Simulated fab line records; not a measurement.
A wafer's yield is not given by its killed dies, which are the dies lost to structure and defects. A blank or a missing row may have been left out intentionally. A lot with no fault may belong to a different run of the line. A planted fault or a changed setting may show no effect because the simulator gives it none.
Matching of chambers :: flow n5_finfet :: N5_SD_EPI_P_ETCH_16 on rie_diel-06 has 4 sister chambers
The step etches SiO2 in CHF3/O2, target depth 5 nm. 14 wafers are shown with their chamber, then 7 later ones without.

== WAFERS PAIRED WITH THEIR CHAMBERS ==
wafer: L078.4
chamber: 2
drypump_motor_current_A (A): 5.2
showerhead_plenum_p_Torr (Torr): 2.44
oes_product_au (a.u.): 0.87

wafer: L078.5
chamber: 3
drypump_motor_current_A (A): 5.8
showerhead_plenum_p_Torr (Torr): 2.47
oes_product_au (a.u.): 0.66

wafer: L078.6
chamber: 2
drypump_motor_current_A (A): 5.2
showerhead_plenum_p_Torr (Torr): 2.44
oes_product_au (a.u.): 0.86

wafer: L080.1
chamber: 1
drypump_motor_current_A (A): 5.9
showerhead_plenum_p_Torr (Torr): 2.39
oes_product_au (a.u.): 0.71

wafer: L080.4
chamber: 2
drypump_motor_current_A (A): 5.2
showerhead_plenum_p_Torr (Torr): 2.44
oes_product_au (a.u.): 0.87

wafer: L080.5
chamber: 3
drypump_motor_current_A (A): 5.8
showerhead_plenum_p_Torr (Torr): 2.47
oes_product_au (a.u.): 0.67

wafer: L082.1
chamber: 0
drypump_motor_current_A (A): 5.7
showerhead_plenum_p_Torr (Torr): 2.48
oes_product_au (a.u.): 0.71

wafer: L082.3
chamber: 2
drypump_motor_current_A (A): 5.2
showerhead_plenum_p_Torr (Torr): 2.44
oes_product_au (a.u.): 0.87

wafer: L082.5
chamber: 1
drypump_motor_current_A (A): 5.9
showerhead_plenum_p_Torr (Torr): 2.39
oes_product_au (a.u.): 0.72

wafer: L083.2
chamber: 0
drypump_motor_current_A (A): 5.8
showerhead_plenum_p_Torr (Torr): 2.48
oes_product_au (a.u.): 0.71

wafer: L083.5
chamber: 1
drypump_motor_current_A (A): 5.9
showerhead_plenum_p_Torr (Torr): 2.39
oes_product_au (a.u.): 0.71

wafer: L083.6
chamber: 2
drypump_motor_current_A (A): 5.2
showerhead_plenum_p_Torr (Torr): 2.44
oes_product_au (a.u.): 0.86

wafer: L090.1
chamber: 0
drypump_motor_current_A (A): 5.8
showerhead_plenum_p_Torr (Torr): 2.47
oes_product_au (a.u.): 0.69

wafer: L090.2
chamber: 2
drypump_motor_current_A (A): 5.2
showerhead_plenum_p_Torr (Torr): 2.43
oes_product_au (a.u.): 0.84

SIGNATURES (means of the wafers above)
reading: drypump_motor_current_A
chamber 0: 5.767
chamber 1: 5.900
chamber 2: 5.200
chamber 3: 5.800
scatter within a chamber: 0.0258

reading: showerhead_plenum_p_Torr
chamber 0: 2.4767
chamber 1: 2.3900
chamber 2: 2.4383
chamber 3: 2.4700
scatter within a chamber: 0.00387

reading: oes_product_au
chamber 0: 0.7033
chamber 1: 0.7133
chamber 2: 0.8617
chamber 3: 0.6650
scatter within a chamber: 0.0103
Rule: for a wafer and a chamber, the distance is found by dividing, reading by reading, the gap between the wafer's reading and the chamber's mean by the reading's scatter, squaring, summing and taking the root. The wafer belongs to the nearest chamber; if the next one is less than 2 further off, it can't be placed. The scatter: take each reading less its chamber's mean, square it, sum over the shown wafers, divide by the number of wafers less the number of chambers, and take the root.

== WAFERS WITHOUT THEIR CHAMBER ==
wafer: L090.6
drypump_motor_current_A (A): 5.2
showerhead_plenum_p_Torr (Torr): 2.43
oes_product_au (a.u.): 0.83

wafer: L092.3
drypump_motor_current_A (A): 5.8
showerhead_plenum_p_Torr (Torr): 2.46
oes_product_au (a.u.): 0.96

wafer: L092.4
drypump_motor_current_A (A): 5.7
showerhead_plenum_p_Torr (Torr): 2.47
oes_product_au (a.u.): 0.70

wafer: L092.6
drypump_motor_current_A (A): 5.7
showerhead_plenum_p_Torr (Torr): 2.47
oes_product_au (a.u.): 0.69

wafer: L093.1
drypump_motor_current_A (A): 5.2
showerhead_plenum_p_Torr (Torr): 2.43
oes_product_au (a.u.): 0.83

wafer: L093.3
drypump_motor_current_A (A): 5.9
showerhead_plenum_p_Torr (Torr): 2.39
oes_product_au (a.u.): 0.70

wafer: L093.4
drypump_motor_current_A (A): 5.7
showerhead_plenum_p_Torr (Torr): 2.47
oes_product_au (a.u.): 0.69

== CHAMBER TAKEN BY EACH ==
wafer: L090.6
from the rows above: 2
in truth: 2

wafer: L092.3
from the rows above: can't be placed: 0 or 2
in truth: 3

wafer: L092.4
from the rows above: 0
in truth: 0

wafer: L092.6
from the rows above: can't be placed: 0 or 3
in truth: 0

wafer: L093.1
from the rows above: 2
in truth: 2

wafer: L093.3
from the rows above: 1
in truth: 1

wafer: L093.4
from the rows above: can't be placed: 0 or 3
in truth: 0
Correct placement for 4 of the 7. Not placeable from these rows: 3 (in 2, the candidates include the true chamber). 0 placed wrongly.
